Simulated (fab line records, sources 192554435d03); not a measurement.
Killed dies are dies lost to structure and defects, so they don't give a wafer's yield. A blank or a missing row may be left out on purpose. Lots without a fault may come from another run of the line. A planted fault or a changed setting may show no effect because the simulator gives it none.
fab line records | flow n5_finfet
record lots=4 wafers=11 last_day=18
route steps=1938 shown BEOL_M0@739 BEOL_M1@751 BEOL_M4@1111 PASSIVATION@1936
lots that met no fault: from a run of the same line without faults
start_h: hours from the record's first day to the start of the lot's first wafer shown | wait_h: hours since the lot's step before | " the same as in the row above | L1.1+2: a row that stands for several wafers | - no value, or no start given | * or withheld: withheld | < > ~ a bound
route shown NAME@n: a module of which the file shows steps, and the number in the route of the first | usual: mean/standard deviation of fault-free wafers | same: alike in all rows | chamber/n: place in a boat | sites: the reading at each site | _std_site: their standard deviation | _edge_site: outer sites' mean less inner sites' | radius_mm: how far each site lies from the wafer's centre | mask NAME#n: copy n | behind: the tool/chamber that last shaped the wafer | hold: why the lot was held/for how many hours/how that ended | device: the transistor (n, p or np) that didn't switch | end of line: the same wafers' tests at the end of the route | a step without rows: its recipe alone | killed: dies lost to structure and defects at the first sort, not the wafer's yield | map: a wafer's dies, x killed, . not, _ none there
set.NAME: the setting as run; set.NAME@STEP: as run at that earlier step | model.NAME: the simulator's own value behind a step, which no gauge read
lots at some steps of the route; a table a step, a row a wafer
services: from which hour (start_h, from the record's first day; less than 0 if before it) a tool's chamber was out of use, for how many hours, and why
## steps
# step N5_BEOL_M0_ANNEAL_135
# recipe temp_c=400 time_s=60 ambient=vacuum
# step N5_BEOL_M0_SPUTTER_141
# recipe material=Cu target_thk_a=40 temp_c=-20 chamber_pressure_pa=0.07 power_w=withheld time_s=7.37
# step N5_BEOL_M0_ECD_118
# recipe material=Cu target_thk_a=3000
# step N5_BEOL_M0_ANNEAL_119
# recipe temp_c=225 time_s=90 ambient=N2
# step N5_BEOL_M0_CMP_120
# recipe stop_on=SiOC t_overpolish_s=6.9 down_force_psi=1 platen_rpm=50 clearing_platen_down_force_psi=1.5 clearing_platen_rpm=50 post_cmp_clean=cu_alkaline clearing_platen_pad_velocity_m_s=0.99484 pad_velocity_m_s=0.99484
# step N5_BEOL_M0_PRE_CLEAN_131
# recipe gas=NH3/H2 time_s=15 temp_c=* rf_power_w=300
# step N5_BEOL_M0_CO_CAP_123
# recipe material=Co target_thk_a=20 temp_c=200 precursor=CCTBA/H2 pressure_torr=30 time_s=102.1
# step N5_BEOL_M0_PRE_CLEAN_124
# recipe gas=NH3 time_s=15 temp_c=withheld rf_power_w=300
# step N5_BEOL_M0_DEP_125
# recipe material=SiCN target_thk_a=80 temp_c=withheld precursor=3MS/NH3 pressure_torr=3 rf_w=202 time_s=14
# step N5_BEOL_M1_ILD_DEP_00
# recipe material=SiOC target_thk_a=790 temp_c=350 precursor=DEMS/O2 pressure_torr=5 rf_w=500 time_s=15.3
# usual heater_power_w=470/39 showerhead_plenum_p_Torr=5.700/0.017 throttle_valve_pct=11.6/0.5
# columns lot.wafer tool chamber start_h wait_h heater_power_w showerhead_plenum_p_Torr throttle_valve_pct model.SiOC_of_BEOL_M1_ILD_DEP_00.thk_nm
L266.3 pecvd-04 0 119.40 0.1 453 5.687 11.3 79.2
L266.4 " 1 " " 504 5.670 11.5 76.6
L266.6 " 0 " " 453 5.683 11.4 80.2
L284.3 pecvd-04 2 227.83 0.0 542 5.690 10.5 79
L284.6 " 0 " " 410 5.669 11.5 25.6
L286.1 pecvd-04 2 241.02 0.0 473 5.690 10.5 78.4
L286.5 " 1 " " 464 5.662 11.6 25.6
L286.6 " 0 " " 453 5.689 11.0 25.6
L289.1 pecvd-03 0 277.79 0.0 479 5.725 12.1 77.2
L289.3 " 1 " " 460 5.692 11.2 78.4
L289.6 " 2 " " 485 5.709 11.0 78.4
# step N5_BEOL_M1_THK_MEAS_01
# recipe reads=SiOC_of_BEOL_M1_ILD_DEP_00
# usual M1_ILD_THK=78.5/1.3
# columns lot.wafer tool chamber start_h wait_h M1_ILD_THK[nm]
L266.3 film_metro-01 - 119.47 0.1 79.2
L266.4 " - " " 76.6
L266.6 " - " " 80.3
L284.3 film_metro-02 - 227.90 0.1 78.9
L284.6 " - " " 25.7
L286.1 film_metro-01 - 241.09 0.0 78.4
L286.5 " - " " 25.5
L286.6 " - " " 25.6
L289.1 film_metro-01 - 277.86 0.0 77.2
L289.3 " - " " 78.3
L289.6 " - " " 78.4
# step N5_BEOL_M1_PECVD_72
# recipe material=SiO2 target_thk_a=160 temp_c=400 precursor=TEOS/O2 pressure_torr=5.5 rf_w=450 teos_flow_sccm=53.8 gas=O2 flow_sccm=3000 time_s=18
# step N5_BEOL_M1_HM_DEP_02
# recipe material=TiN target_thk_a=200 temp_c=25 chamber_pressure_pa=0.49996
# step N5_BEOL_M1_COAT_61
# recipe resist=SOC temp_c=250 time_s=60 spin_rpm=1500 resist_thk_nm=60
# step N5_BEOL_M1_COAT_62
# recipe resist=SiARC temp_c=220 time_s=60 spin_rpm=1500 resist_thk_nm=12
# step N5_BEOL_M1_COAT_73
# recipe resist=underlayer temp_c=205 time_s=60 spin_rpm=1500 resist_thk_nm=5
# step N5_BEOL_M1_COAT_05
# recipe resist=CAR-EUV spin_rpm=1500 resist_thk_nm=30
# step N5_BEOL_M1_EBR_07
# recipe solvent=PGMEA ebr_width_mm=1.5
# step N5_BEOL_M1_SOFTBAKE_06
# recipe temp_c=110 time_s=60 resist=CAR-EUV
# step N5_BEOL_M1_EXPOSE_08
# recipe mask_id=M1 na=0.33 source_shape=dipole sigma_inner=0.369 sigma_outer=0.767 polarization=unpolarized dose_mj=33
# step N5_BEOL_M1_PEB_09
# recipe peb_temp_c=100 peb_time_s=60 resist=CAR-EUV
# step N5_BEOL_M1_DEVELOP_10
# recipe develop_time_s=30 developer=TMAH resist=CAR-EUV rinse_liquid=surfactant_rinse dry=air_spin dev_temp_c=23
# step N5_BEOL_M1_DESCUM_16
# recipe chemistry=O2 time_s=7 source_power_w=50 bias_power_w=20 pressure_mtorr=20 rf_frequency_hz=2.712e+07 temp_c=40 resist=CAR-EUV o2_flow_sccm=225
# step N5_BEOL_M1_ETCH_74
# recipe chemistry=N2/H2 target=underlayer target_depth_a=65 mask_material=CAR-EUV time_s=5.2 ion_energy_ev=200 pressure_mtorr=30 source_w=840 bias_w=150 n2_flow_sccm=200 h2_flow_sccm=200 ends=cleared
# step N5_BEOL_M1_ETCH_63
# recipe chemistry=CF4 target=SiARC target_depth_a=156 mask_material=CAR-EUV time_s=26 ion_energy_ev=80 pressure_mtorr=40 source_w=545 bias_w=36 Ar_flow_sccm=100 cf4_flow_sccm=100 ends=cleared
# step N5_BEOL_M1_ETCH_64
# recipe chemistry=N2/H2 target=SOC target_depth_a=750 overetch_a=150 mask_material=SiARC temp_c=40 time_s=112.5 ion_energy_ev=200 pressure_mtorr=30 source_w=840 bias_w=150 n2_flow_sccm=200 h2_flow_sccm=200
# step N5_BEOL_M1_STRIP_65
# recipe chemistry=N2/H2 temp_c=40 n2_flow_sccm=200 h2_flow_sccm=200 rf_frequency_hz=6e+07
# step N5_BEOL_M1_STRIP_75
# recipe chemistry=N2/H2 temp_c=40 n2_flow_sccm=200 h2_flow_sccm=200 rf_frequency_hz=6e+07
# step N5_BEOL_M1_STRIP_66
# recipe chemistry=CF4 resist=SiARC power_w=300 bias_power_w=75 pressure_mtorr=50 cf4_flow_sccm=150 rf_frequency_hz=6e+07
# step N5_BEOL_M1_HM_OPEN_17
# recipe chemistry=Cl2/BCl3 target_depth_a=200 overetch_a=60 target=TiN mask_material=SOC ion_energy_ev=150 pressure_mtorr=10 icp_w=1000 bias_w=126 Cl2_flow_sccm=53.25 bcl3_flow_sccm=21.75 Ar_flow_sccm=25
# step N5_BEOL_M1_STRIP_19
# recipe chemistry=O2 power_w=400 temp_c=40 pressure_mtorr=30 rf_frequency_hz=6e+07 bias_power_w=0 overash_fraction=0.2 o2_flow_sccm=225
# step N5_BEOL_M1_COAT_67
# recipe resist=SOC temp_c=250 time_s=60 spin_rpm=1500 resist_thk_nm=60
# step N5_BEOL_M1_COAT_68
# recipe resist=SiARC temp_c=220 time_s=60 spin_rpm=1500 resist_thk_nm=12
# step N5_BEOL_M1_COAT_76
# recipe resist=underlayer temp_c=205 time_s=60 spin_rpm=1500 resist_thk_nm=5
# step N5_BEOL_M1_COAT_22
# recipe resist=CAR-EUV spin_rpm=1500 resist_thk_nm=30
# step N5_BEOL_M1_CMP_52
# recipe stop_on=SiOC t_overpolish_s=6.8 down_force_psi=1 platen_rpm=50 clearing_platen_down_force_psi=1.5 clearing_platen_rpm=50 post_cmp_clean=cu_alkaline target_thk_nm=40 clearing_platen_pad_velocity_m_s=0.99484 pad_velocity_m_s=0.99484
# usual clearing_platen_rpm=49.998/0.028 motor_current_A=6.3/0.8 retaining_ring_pressure_frac=1.000/0.0047
# columns lot.wafer tool chamber start_h wait_h clearing_platen_rpm motor_current_A retaining_ring_pressure_frac model.SiOC_of_BEOL_M1_ILD_DEP_00.thk_nm model.Cu_of_BEOL_M1_ECD_50.thk_nm
L266.4 cmp-03 1 129.67 0.1 50.012 6.3 1.001 75.6 38.8
L266.3 " 2 " " 50.015 6.1 1.000 78.2 38.6
L266.6 " 2 " " 50.008 5.9 1.008 79.2 39
L284.3 cmp-01 3 246.80 0.3 50.022 7.8 1.001 78 42.6
L284.6 " 0 " " 49.984 6.5 0.990 24.6 0.8
L286.1 cmp-01 3 252.29 0.3 49.982 8.0 1.000 77.4 39.6
L286.6 " 2 " " 50.038 7.4 0.993 24.6 1
L286.5 " 3 " " 50.012 7.8 1.002 24.6 0.2
L289.3 cmp-02 0 291.54 0.2 49.997 6.2 0.999 77.4 37.4
L289.1 " 2 " " 49.976 4.7 0.990 76.2 36.2
L289.6 " 3 " " 50.015 6.0 1.002 77.4 37.4
# step N5_BEOL_M4_RC_MEAS_101
# usual DIBL_N=36.2/2.2 DIBL_P=36.5/3 IOFF_N=0.16/0.039 IOFF_P=0.22/0.047 ION_N=675/15 ION_P=463/10 SS_N=71.6/0.71 SS_P=73.4/0.94 VT_N=250/3.6 VT_P=-250/3.9
# columns lot.wafer tool chamber start_h wait_h DIBL_N[mV/V] DIBL_P[mV/V] IOFF_N[nA/um] IOFF_P[nA/um] ION_N[uA/um] ION_P[uA/um] SS_N[mV/dec] SS_P[mV/dec] VT_N[mV] VT_P[mV]
L266.3 prober-01 0 161.71 0.3 38.6 38.4 0.23 0.26 684 464 73.1 73.2 246 -247
L266.4 " 0 " " 36.0 35.5 0.16 0.20 669 457 71.9 73.2 252 -251
L266.6 " 0 " " 36.1 35.4 0.17 0.20 673 453 71.7 73.3 249 -252
L284.3 prober-02 0 285.43 0.4 35.8 35.7 0.15 0.23 671 474 71.6 72.8 250 -244
L286.1 prober-01 0 286.71 0.0 37.5 38.6 0.20 0.27 690 479 72.5 74.1 246 -246
L289.1 prober-01 0 320.94 0.0 35.6 36.6 0.16 0.21 669 460 72.2 72.8 250 -250
L289.3 " 0 " " 35.7 37.9 0.18 0.23 693 476 71.6 73.7 247 -250
L289.6 " 0 " " 36.3 39.2 0.19 0.26 685 473 72.2 73.8 248 -248
# step N5_PASSIVATION_PROBE_49
# usual defect_limited_yield=91.5/1.5 killed_at_M0_to_M3=32/10 killed_at_M4_up=13/4.9 killed_at_contacts=13/6.1 killed_at_front_end=38/11 killed_at_other=3/3.2 killed_dies=101/18 killed_on_rim=13/4.4 killed_open=66/13 killed_short=32/8.3 sort_bin_5_function=5.0/1 sort_bin_6_memory=3.2/0.74 sort_bin_8_speed=0.1/1.1 sort_n_pass=1078/22
# same gross_dies=1180 killed_at_back_side=0 sort_bin_4_leakage[%]=0
# columns lot.wafer tool chamber start_h wait_h defect_limited_yield[%] killed_at_M0_to_M3 killed_at_M4_up killed_at_contacts killed_at_front_end killed_at_other killed_dies killed_on_rim killed_open killed_short sort_bin_5_function[%] sort_bin_6_memory[%] sort_bin_8_speed[%] sort_n_pass
L266.3 prober-02 - 269.23 0.1 87.5 73 6 18 45 5 147 13 97 48 7.7 4.3 0 1033
L266.4 prober-02 - 269.28 0.2 88.7 42 24 25 41 1 133 15 93 36 7.0 4.0 0 1047
L266.6 prober-02 - 269.38 0.3 89.9 30 11 7 68 3 119 17 78 40 7.1 2.8 0 1061
L284.6 prober-02 - 393.01 0.7 0 1125 9 5 37 4 1180 152 58 34 4.7 2.7 0 0
L286.5 prober-01 - 402.45 0.2 0 1134 15 6 24 1 1180 152 57 25 4.2 2.5 0 0
L286.6 prober-01 - 402.50 0.3 0 1101 23 9 37 10 1180 152 79 31 5.2 3.7 0 0
# killed by level:class
L266.3 BEOL_M1:geometric_particle:open=22 BEOL_M0_SAQP:geometric_particle:open=18 MOL_CONTACT_COAG:geometric_particle:open=13 BEOL_M0_SAQP:geometric_particle:short=12 FIN_SAQP:geometric_particle:open=7 GATE_CUT:geometric_particle:short=7 BEOL_M2:geometric_particle:open=7 FIN_SAQP:geometric_particle:short=6
L266.4 MOL_CONTACT_COAG:geometric_particle:open=16 BEOL_M4:geometric_particle:open=13 FIN_SAQP:geometric_particle:open=12 BEOL_M2:geometric_particle:open=12 BEOL_M0_SAQP:geometric_particle:short=9 BEOL_M3:geometric_particle:open=8 MOL_CONTACT_COAG:geometric_particle:short=7 STI_FIN_REVEAL:geometric_particle:open=5
L266.6 STI_FIN_REVEAL:geometric_particle:open=21 FIN_SAQP:geometric_particle:short=10 FIN_SAQP:geometric_particle:open=8 BEOL_M0_SAQP:geometric_particle:short=7 GATE_CUT:geometric_particle:short=6 GATE_CUT:geometric_particle:open=6 DUMMY_GATE:geometric_particle:open=5 BEOL_M0_SAQP:geometric_particle:open=5
L284.6 BEOL_M1:area_dep=1088 BEOL_M2:geometric_particle:open=13 BEOL_M1:geometric_particle:short=7 GATE_CUT:geometric_particle:short=6 STI_FIN_REVEAL:geometric_particle:open=5 DUMMY_GATE:geometric_particle:open=5 GATE_CUT:geometric_particle:open=4 STARTING-WAFER:geometric_particle:short=4
L286.5 BEOL_M1:area_dep=1098 BEOL_M0_SAQP:geometric_particle:open=7 BEOL_M4:geometric_particle:open=7 BEOL_M0_SAQP:geometric_particle:short=6 BEOL_M3:geometric_particle:open=6 FIN_SAQP:geometric_particle:open=5 MOL_CONTACT_COAG:geometric_particle:open=5 BEOL_M1:geometric_particle:open=5
L286.6 BEOL_M1:area_dep=1067 BEOL_M0_SAQP:geometric_particle:open=10 BEOL_M4:geometric_particle:open=10 FIN_SAQP:geometric_particle:short=8 MOL_CONTACT_COAG:geometric_particle:open=8 STARTING-WAFER:geometric_particle:open=6 BEOL_M1:geometric_particle:open=6 BEOL_M2:geometric_particle:open=6
# map L284.6 (x killed, . not)
_________________xxxxxxxxxxxx________________
______________xxxxxxxxxxxxxxxxxx_____________
___________xxxxxxxxxxxxxxxxxxxxxxxx__________
__________xxxxxxxxxxxxxxxxxxxxxxxxxx_________
________xxxxxxxxxxxxxxxxxxxxxxxxxxxxxx_______
_______xxxxxxxxxxxxxxxxxxxxxxxxxxxxxxxx______
______xxxxxxxxxxxxxxxxxxxxxxxxxxxxxxxxxx_____
_____xxxxxxxxxxxxxxxxxxxxxxxxxxxxxxxxxxxx____
____xxxxxxxxxxxxxxxxxxxxxxxxxxxxxxxxxxxxxx___
___xxxxxxxxxxxxxxxxxxxxxxxxxxxxxxxxxxxxxxxx__
___xxxxxxxxxxxxxxxxxxxxxxxxxxxxxxxxxxxxxxxx__
__xxxxxxxxxxxxxxxxxxxxxxxxxxxxxxxxxxxxxxxxxx_
__xxxxxxxxxxxxxxxxxxxxxxxxxxxxxxxxxxxxxxxxxx_
_xxxxxxxxxxxxxxxxxxxxxxxxxxxxxxxxxxxxxxxxxxxx
_xxxxxxxxxxxxxxxxxxxxxxxxxxxxxxxxxxxxxxxxxxxx
_xxxxxxxxxxxxxxxxxxxxxxxxxxxxxxxxxxxxxxxxxxxx
_xxxxxxxxxxxxxxxxxxxxxxxxxxxxxxxxxxxxxxxxxxxx
_xxxxxxxxxxxxxxxxxxxxxxxxxxxxxxxxxxxxxxxxxxxx
_xxxxxxxxxxxxxxxxxxxxxxxxxxxxxxxxxxxxxxxxxxxx
_xxxxxxxxxxxxxxxxxxxxxxxxxxxxxxxxxxxxxxxxxxxx
_xxxxxxxxxxxxxxxxxxxxxxxxxxxxxxxxxxxxxxxxxxxx
__xxxxxxxxxxxxxxxxxxxxxxxxxxxxxxxxxxxxxxxxxx_
__xxxxxxxxxxxxxxxxxxxxxxxxxxxxxxxxxxxxxxxxxx_
___xxxxxxxxxxxxxxxxxxxxxxxxxxxxxxxxxxxxxxxx__
___xxxxxxxxxxxxxxxxxxxxxxxxxxxxxxxxxxxxxxxx__
____xxxxxxxxxxxxxxxxxxxxxxxxxxxxxxxxxxxxxx___
_____xxxxxxxxxxxxxxxxxxxxxxxxxxxxxxxxxxxx____
______xxxxxxxxxxxxxxxxxxxxxxxxxxxxxxxxxx_____
_______xxxxxxxxxxxxxxxxxxxxxxxxxxxxxxxx______
________xxxxxxxxxxxxxxxxxxxxxxxxxxxxxx_______
__________xxxxxxxxxxxxxxxxxxxxxxxxxx_________
___________xxxxxxxxxxxxxxxxxxxxxxxx__________
______________xxxxxxxxxxxxxxxxxx_____________
_________________xxxxxxxxxxxx________________
# map L286.5 (x killed, . not)
_________________xxxxxxxxxxxx________________
______________xxxxxxxxxxxxxxxxxx_____________
___________xxxxxxxxxxxxxxxxxxxxxxxx__________
__________xxxxxxxxxxxxxxxxxxxxxxxxxx_________
________xxxxxxxxxxxxxxxxxxxxxxxxxxxxxx_______
_______xxxxxxxxxxxxxxxxxxxxxxxxxxxxxxxx______
______xxxxxxxxxxxxxxxxxxxxxxxxxxxxxxxxxx_____
_____xxxxxxxxxxxxxxxxxxxxxxxxxxxxxxxxxxxx____
____xxxxxxxxxxxxxxxxxxxxxxxxxxxxxxxxxxxxxx___
___xxxxxxxxxxxxxxxxxxxxxxxxxxxxxxxxxxxxxxxx__
___xxxxxxxxxxxxxxxxxxxxxxxxxxxxxxxxxxxxxxxx__
__xxxxxxxxxxxxxxxxxxxxxxxxxxxxxxxxxxxxxxxxxx_
__xxxxxxxxxxxxxxxxxxxxxxxxxxxxxxxxxxxxxxxxxx_
_xxxxxxxxxxxxxxxxxxxxxxxxxxxxxxxxxxxxxxxxxxxx
_xxxxxxxxxxxxxxxxxxxxxxxxxxxxxxxxxxxxxxxxxxxx
_xxxxxxxxxxxxxxxxxxxxxxxxxxxxxxxxxxxxxxxxxxxx
_xxxxxxxxxxxxxxxxxxxxxxxxxxxxxxxxxxxxxxxxxxxx
_xxxxxxxxxxxxxxxxxxxxxxxxxxxxxxxxxxxxxxxxxxxx
_xxxxxxxxxxxxxxxxxxxxxxxxxxxxxxxxxxxxxxxxxxxx
_xxxxxxxxxxxxxxxxxxxxxxxxxxxxxxxxxxxxxxxxxxxx
_xxxxxxxxxxxxxxxxxxxxxxxxxxxxxxxxxxxxxxxxxxxx
__xxxxxxxxxxxxxxxxxxxxxxxxxxxxxxxxxxxxxxxxxx_
__xxxxxxxxxxxxxxxxxxxxxxxxxxxxxxxxxxxxxxxxxx_
___xxxxxxxxxxxxxxxxxxxxxxxxxxxxxxxxxxxxxxxx__
___xxxxxxxxxxxxxxxxxxxxxxxxxxxxxxxxxxxxxxxx__
____xxxxxxxxxxxxxxxxxxxxxxxxxxxxxxxxxxxxxx___
_____xxxxxxxxxxxxxxxxxxxxxxxxxxxxxxxxxxxx____
______xxxxxxxxxxxxxxxxxxxxxxxxxxxxxxxxxx_____
_______xxxxxxxxxxxxxxxxxxxxxxxxxxxxxxxx______
________xxxxxxxxxxxxxxxxxxxxxxxxxxxxxx_______
__________xxxxxxxxxxxxxxxxxxxxxxxxxx_________
___________xxxxxxxxxxxxxxxxxxxxxxxx__________
______________xxxxxxxxxxxxxxxxxx_____________
_________________xxxxxxxxxxxx________________
## services
# columns tool chamber start_h hours kind
cmp-02 - 105.34 8.4 pm
cmp-01 - 110.09 5.6 pm
pecvd-04 2 115.95 6.9 repair
cmp-02 - 120.21 4.8 pm
cmp-02 - 125.63 1.4 repair
cmp-01 - 135.99 0.7 repair
cmp-02 - 152.67 0.9 repair
pecvd-04 - 170.44 0.4 repair
pecvd-03 1 184.02 19.0 repair
pecvd-04 - 190.11 0.7 repair
cmp-03 - 198.74 14.5 pm
pecvd-03 2 203.09 - clean
pecvd-03 2 203.09 - consumable_replace:showerhead
pecvd-03 2 203.09 29.0 scheduled_down
pecvd-03 2 203.09 29.0 vent_cycle
pecvd-04 2 206.38 3.8 repair
cmp-01 - 214.55 4.0 pm
cmp-01 - 218.55 - consumable_replace:conditioner
cmp-01 - 218.55 - consumable_replace:pad
cmp-03 - 223.03 0.7 repair
cmp-02 - 239.18 8.5 repair
pecvd-03 0 251.95 5.5 scheduled_down
cmp-02 - 273.72 4.0 pm
cmp-02 - 277.72 - consumable_replace:conditioner
## key
first_sign step=N5_BEOL_M1_THK_MEAS_01 reading=M1_ILD_THK direction=down sigmas=41 usual=78.5 struck=25.6
effect step=N5_PASSIVATION_PROBE_49 reading=killed_at_M0_to_M3 direction=up sigmas=99+ usual=32 struck=1120
model_effect step=N5_BEOL_M1_ILD_DEP_00 value=SiOC_of_BEOL_M1_ILD_DEP_00.thk_nm without=80.73 struck=25.6
model_effect step=N5_BEOL_M1_CMP_52 value=SiOC_of_BEOL_M1_ILD_DEP_00.thk_nm without=79.73 struck=24.6
more_kills_born_at N5_BEOL_M1_ILD_DEP_00@pecvd-04=3253
met_at N5_BEOL_M1_ILD_DEP_00
struck_wafers L284.6,L286.5,L286.6
later_rows_left_out L284.6,L286.5,L286.6
baseline_loss step=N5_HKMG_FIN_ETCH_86 wafers=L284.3
onset_between 119.40 227.83
fault kind=process_parameter_drift tool=pecvd-04 chamber=- onset_h=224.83 steps=N5_BEOL_M1_ILD_DEP_00 channel=time_s offset=* shape=step end_h=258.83 scope=struck_wafers_only acts_in=* stated=*
# later_rows_left_out: the simulator's readings of these wafers behind a module that went badly wrong aren't trusted and aren't shown, but for the sort
# baseline_loss: these wafers lose ten dies or more at that step, a loss of the line's own and not of a fault; the sort's usual values leave them out
